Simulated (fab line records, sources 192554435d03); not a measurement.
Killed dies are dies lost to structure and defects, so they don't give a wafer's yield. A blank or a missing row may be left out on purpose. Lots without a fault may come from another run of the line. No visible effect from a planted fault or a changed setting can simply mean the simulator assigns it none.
Chamber matching :: flow n5-finfet :: N5_BEOL_M0_SAQP_ALD_48 on ald-sin-04 has 4 sister chambers
The step deposits SiO2, target thk 20 nm, pulse time 1 s, co reactant pulse time 1 s. 8 wafers are shown with their chamber, then 7 later ones without.

WAFERS, EACH WITH ITS CHAMBER
wafer: L212.4
chamber: 1
heater-power-w (W): 82
precursor-pulse-height-rel: 1.015

wafer: L214.4
chamber: 2
heater-power-w (W): 90
precursor-pulse-height-rel: 0.996

wafer: L214.6
chamber: 3
heater-power-w (W): 89
precursor-pulse-height-rel: 1.019

wafer: L215.1
chamber: 0
heater-power-w (W): 80
precursor-pulse-height-rel: 0.998

wafer: L215.2
chamber: 1
heater-power-w (W): 78
precursor-pulse-height-rel: 0.984

wafer: L215.6
chamber: 3
heater-power-w (W): 86
precursor-pulse-height-rel: 1.000

wafer: L217.1
chamber: 0
heater-power-w (W): 80
precursor-pulse-height-rel: 0.978

wafer: L217.4
chamber: 2
heater-power-w (W): 90
precursor-pulse-height-rel: 1.005

WAFERS WITH NO CHAMBER GIVEN
wafer: L217.6
heater-power-w (W): 85
precursor-pulse-height-rel: 0.987

wafer: L227.2
heater-power-w (W): 80
precursor-pulse-height-rel: 0.981

wafer: L227.3
heater-power-w (W): 87
precursor-pulse-height-rel: 0.999

wafer: L227.4
heater-power-w (W): 91
precursor-pulse-height-rel: 0.989

wafer: L228.1
heater-power-w (W): 89
precursor-pulse-height-rel: 1.016

wafer: L228.3
heater-power-w (W): 78
precursor-pulse-height-rel: 1.026

wafer: L228.4
heater-power-w (W): 93
precursor-pulse-height-rel: 0.995

THE CHAMBER EACH PASSED THROUGH
wafer: L217.6
from the rows above: can't be placed: 3 or 0 or 1 or 2
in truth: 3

wafer: L227.2
from the rows above: can't be placed: 0 or 1
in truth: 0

wafer: L227.3
from the rows above: can't be placed: 3 or 2
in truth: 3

wafer: L227.4
from the rows above: can't be placed: 2 or 3
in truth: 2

wafer: L228.1
from the rows above: can't be placed: 3 or 2
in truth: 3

wafer: L228.3
from the rows above: can't be placed: 1 or 0
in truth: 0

wafer: L228.4
from the rows above: can't be placed: 2 or 3
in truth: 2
0 of 7 placed correctly. Can't be placed from these rows: 7 (the true chamber is among the candidates in 7). Wrongly placed: 0.
How it was worked out, from the rows above alone: a wafer's distance from a chamber is the root of the sum, over the readings, of the square of ((its reading less the chamber's mean) divided by the reading's scatter). The wafer belongs to the nearest chamber; if the next one is less than 2 further off, it can't be placed. The mean given for a chamber averages the wafers shown for that chamber. How the scatter is found: for the shown wafers, subtract from each reading the mean of its chamber, square and add these, divide the total by (wafers less chambers), then take the root.
